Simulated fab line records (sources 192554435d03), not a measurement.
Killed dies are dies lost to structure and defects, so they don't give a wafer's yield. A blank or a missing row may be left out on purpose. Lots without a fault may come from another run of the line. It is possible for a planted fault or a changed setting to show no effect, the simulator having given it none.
Chamber matching + flow n5 finfet + pecvd-03 running N5_BEOL_M3_PECVD_72: 3 sister chambers
The step deposits SiO2 from TEOS/O2, target thk 16 nm, time 18 s. 3 wafers are shown with their chamber, then 12 later ones without.

== WAFERS WITH THEIR CHAMBER ==
| wafer  | chamber | throttle valve pct (%) |
|--------|---------|------------------------|
| L089.4 | 0       | 22.4                   |
| L089.5 | 2       | 21.9                   |
| L089.6 | 1       | 23.5                   |

== WAFERS MISSING THEIR CHAMBER ==
| wafer  | throttle valve pct (%) |
|--------|------------------------|
| L091.1 | 22.6                   |
| L091.3 | 21.7                   |
| L091.4 | 22.2                   |
| L092.2 | 22.5                   |
| L092.5 | 22.2                   |
| L092.6 | 23.6                   |
| L094.1 | 22.1                   |
| L094.2 | 21.6                   |
| L094.3 | 23.3                   |
| L094.4 | 22.2                   |
| L094.5 | 21.8                   |
| L094.6 | 23.7                   |

== WHICH CHAMBER EACH ONE RAN IN ==
| wafer  | from the rows above     | in truth |
|--------|-------------------------|----------|
| L091.1 | 0                       | 0        |
| L091.3 | 2                       | 2        |
| L091.4 | can't be placed: 0 or 2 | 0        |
| L092.2 | 0                       | 0        |
| L092.5 | can't be placed: 0 or 2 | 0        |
| L092.6 | 1                       | 1        |
| L094.1 | can't be placed: 2 or 0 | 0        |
| L094.2 | 2                       | 2        |
| L094.3 | 1                       | 1        |
| L094.4 | can't be placed: 0 or 2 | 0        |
| L094.5 | 2                       | 2        |
| L094.6 | 1                       | 1        |
Correctly placed: 8 of 12. Unplaceable from these rows: 4, with the true chamber sitting among the candidates in 4. Number placed wrongly: 0.
How it was worked out, from the rows above alone: a wafer's distance from a chamber is the root of the sum, over the readings, of the square of ((its reading less the chamber's mean) divided by the reading's scatter). The wafer belongs to the nearest chamber; if the next one is less than 2 further off, it can't be placed. Each chamber's mean is taken over the wafers shown for it. The scatter: with one shown wafer a chamber, the root of the mean of the squares of how far each hidden wafer lies from its nearest shown one.
